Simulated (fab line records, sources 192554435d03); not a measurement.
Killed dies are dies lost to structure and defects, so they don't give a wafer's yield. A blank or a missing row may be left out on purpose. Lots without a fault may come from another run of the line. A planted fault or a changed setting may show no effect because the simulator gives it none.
Split-lot experiment | flow n5_finfet | 7 lots, 39 wafers read, on a route of 1938 steps

THE SPLIT
At N5_MOL_CONTACT_COAG_ALD_27 (deposits SiOC, target thk 17 nm, pulse time 1.5 s, time 2720 s), the setting ald_cycles was moved away from the recipe's 340 on 12 of the 39 wafers read, by -34.4% to +55.0%. The other wafers ran this setting at the recipe's value.

The reading is taken at the split's own step.

THE READING
SiOC_of_MOL_CONTACT_COAG_ALD_27.thk_nm (the simulator's own value, which no gauge read), in nm, at N5_MOL_CONTACT_COAG_ALD_27 (deposits SiOC, target thk 17 nm, pulse time 1.5 s, time 2720 s). The file gives no usual value for it. The 27 wafers here that ran the recipe average 17.0 nm, standard deviation 0.09 nm.

wafer  | tool, chamber at the split | ald_cycles as run | against the recipe | SiOC_of_MOL_CONTACT_COAG_ALD_27.thk_nm, nm | against lot-mates on the recipe
L078.2 | ald_sin-04, 1,3            | 340               | recipe             | 17                                         | -
L078.5 | ald_sin-04, 1,3            | 340               | recipe             | 17                                         | -
L078.3 | ald_sin-04, 0              | 340               | recipe             | 17.2                                       | -
L081.1 | ald_sin-03, 3,1,0          | 340               | recipe             | 17                                         | -
L081.5 | ald_sin-03, 3,1,0          | 340               | recipe             | 17                                         | -
L081.6 | ald_sin-03, 3,1,0          | 340               | recipe             | 17                                         | -
L081.2 | ald_sin-03, 0,2            | 508               | +49.4%             | 25.4                                       | +8.4
L081.3 | ald_sin-03, 0,2            | 508               | +49.4%             | 25.4                                       | +8.4
L081.4 | ald_sin-03, 1              | 508               | +49.4%             | 25.2                                       | +8.2
L085.1 | ald_sin-02, 0,3,3          | 440               | +29.4%             | 22                                         | +5.1
L085.3 | ald_sin-02, 0,3,3          | 440               | +29.4%             | 22                                         | +5.1
L085.6 | ald_sin-02, 0,3,3          | 440               | +29.4%             | 22                                         | +5.1
L085.2 | ald_sin-02, 2              | 340               | recipe             | 17                                         | -
L085.4 | ald_sin-02, 2              | 340               | recipe             | 17                                         | -
L085.5 | ald_sin-02, 0              | 340               | recipe             | 16.8                                       | -
L088.1 | ald_sin-02, 1,3,2,0,0,1    | 340               | recipe             | 17                                         | -
L088.2 | ald_sin-02, 1,3,2,0,0,1    | 340               | recipe             | 17                                         | -
L088.3 | ald_sin-02, 1,3,2,0,0,1    | 340               | recipe             | 17                                         | -
L088.4 | ald_sin-02, 1,3,2,0,0,1    | 340               | recipe             | 17                                         | -
L088.5 | ald_sin-02, 1,3,2,0,0,1    | 340               | recipe             | 17                                         | -
L088.6 | ald_sin-02, 1,3,2,0,0,1    | 340               | recipe             | 17                                         | -
L089.1 | ald_sin-03, 2,1            | 527               | +55.0%             | 26.2                                       | +9.2
L089.2 | ald_sin-03, 2,1            | 527               | +55.0%             | 26.2                                       | +9.2
L089.3 | ald_sin-03, 0              | 527               | +55.0%             | 26.4                                       | +9.4
L089.4 | ald_sin-03, 3,0,1          | 340               | recipe             | 17                                         | -
L089.5 | ald_sin-03, 3,0,1          | 340               | recipe             | 17                                         | -
L089.6 | ald_sin-03, 3,0,1          | 340               | recipe             | 17                                         | -
L095.1 | ald_sin-04, 1              | 340               | recipe             | 16.8                                       | -
L095.2 | ald_sin-04, 0,2,0          | 223               | -34.4%             | 11                                         | -5.9
L095.4 | ald_sin-04, 0,2,0          | 223               | -34.4%             | 11                                         | -5.9
L095.5 | ald_sin-04, 0,2,0          | 223               | -34.4%             | 11                                         | -5.9
L095.3 | ald_sin-04, 3              | 340               | recipe             | 17                                         | -
L095.6 | ald_sin-04, 3              | 340               | recipe             | 17                                         | -
L096.1 | ald_sin-04, 1,2,3          | 340               | recipe             | 16.8                                       | -
L096.2 | ald_sin-04, 1,2,3          | 340               | recipe             | 16.8                                       | -
L096.5 | ald_sin-04, 1,2,3          | 340               | recipe             | 16.8                                       | -
L096.3 | ald_sin-04, 3,0,0          | 340               | recipe             | 17                                         | -
L096.4 | ald_sin-04, 3,0,0          | 340               | recipe             | 17                                         | -
L096.6 | ald_sin-04, 3,0,0          | 340               | recipe             | 17                                         | -
Where a row lists several chambers, the file gives one row for several wafers and doesn't say which wafer went through which chamber.

THE FIT
A straight line over all 39 wafers: SiOC_of_MOL_CONTACT_COAG_ALD_27.thk_nm changes by +0.17 nm for each +1% of ald_cycles; r = +1.00; the points scatter about the line by 0.093 nm.
The same after taking each lot's own level away (the mean of its wafers on the recipe; 39 wafers): +0.17 nm for each +1%; r = +1.00; scatter 0.083 nm.
On that fit, the largest move of ald_cycles shifts the reading by 9.3 nm.
The lots' own levels span 16.90 to 17.07 nm, that is 1.9 times the standard deviation above.
So the lot-to-lot level changes the slope little: the two slopes agree.
Check: with one of the wafers moved furthest among these (+55.0%) left out of the fit, the line predicts +9.34 nm for it against its lot-mates. It came out at +9.2 nm against them.

OTHER SPLITS ON THESE WAFERS
These wafers also went through other splits before the reading. Each is held against what the fit with the lots' levels taken away leaves over:
other split on the same wafers           | wafers away from the commonest value | r with SiOC_of_MOL_CONTACT_COAG_ALD_27.thk_nm (lot level and that fit taken away)
N5_PMOS_HMC_CHANNEL_EPI_DESCUM_14 time_s | 15                                   | +0.10
N5_FIN_SAQP_PECVD_48 time_s              | 18                                   | +0.04
N5_SD_EPI_N_DESCUM_14 time_s             | 12                                   | -0.07
N5_HKMG_FIN_HK_ALD_01 ald_cycles         | 15                                   | -0.24

THE FILE'S OWN FIT
SiOC_of_MOL_CONTACT_COAG_ALD_27.thk_nm changes by +0.17 nm for each +1% of ald_cycles, r = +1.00.
